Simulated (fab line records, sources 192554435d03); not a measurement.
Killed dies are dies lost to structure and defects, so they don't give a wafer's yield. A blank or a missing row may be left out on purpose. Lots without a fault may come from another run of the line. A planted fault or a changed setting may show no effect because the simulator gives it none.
Chamber matching | flow n5_finfet | N5_BEOL_M11_STRIP_19 on rie_diel-06: 4 sister chambers
The step strips in O2. 4 wafers are shown with their chamber, then 7 later ones without.

WAFERS WITH THEIR CHAMBER
wafer  | chamber | showerhead_plenum_p_Torr (Torr)
L087.2 | 0       | 2.05
L087.6 | 2       | 2.13
L088.1 | 1       | 2.00
L088.5 | 3       | 2.19

WAFERS WITHOUT THEIR CHAMBER
wafer  | showerhead_plenum_p_Torr (Torr)
L088.6 | 2.05
L095.1 | 2.13
L095.3 | 2.18
L095.6 | 2.18
L096.1 | 2.05
L096.5 | 2.18
L096.6 | 2.05

WHICH CHAMBER EACH WENT THROUGH
wafer  | from the rows above | in truth
L088.6 | 0                   | 0
L095.1 | 2                   | 2
L095.3 | 3                   | 3
L095.6 | 3                   | 3
L096.1 | 0                   | 0
L096.5 | 3                   | 3
L096.6 | 0                   | 0
Placed correctly: 7 of 7. Can't be placed from these rows: 0. Placed wrongly: 0.
How it was worked out, from the rows above alone: a wafer's distance from a chamber is the root of the sum, over the readings, of the square of ((its reading less the chamber's mean) divided by the reading's scatter). The wafer belongs to the nearest chamber; if the next one is less than 2 further off, it can't be placed. A chamber's mean is the mean of its shown wafers. The scatter: with one shown wafer a chamber, the root of the mean of the squares of how far each hidden wafer lies from its nearest shown one.
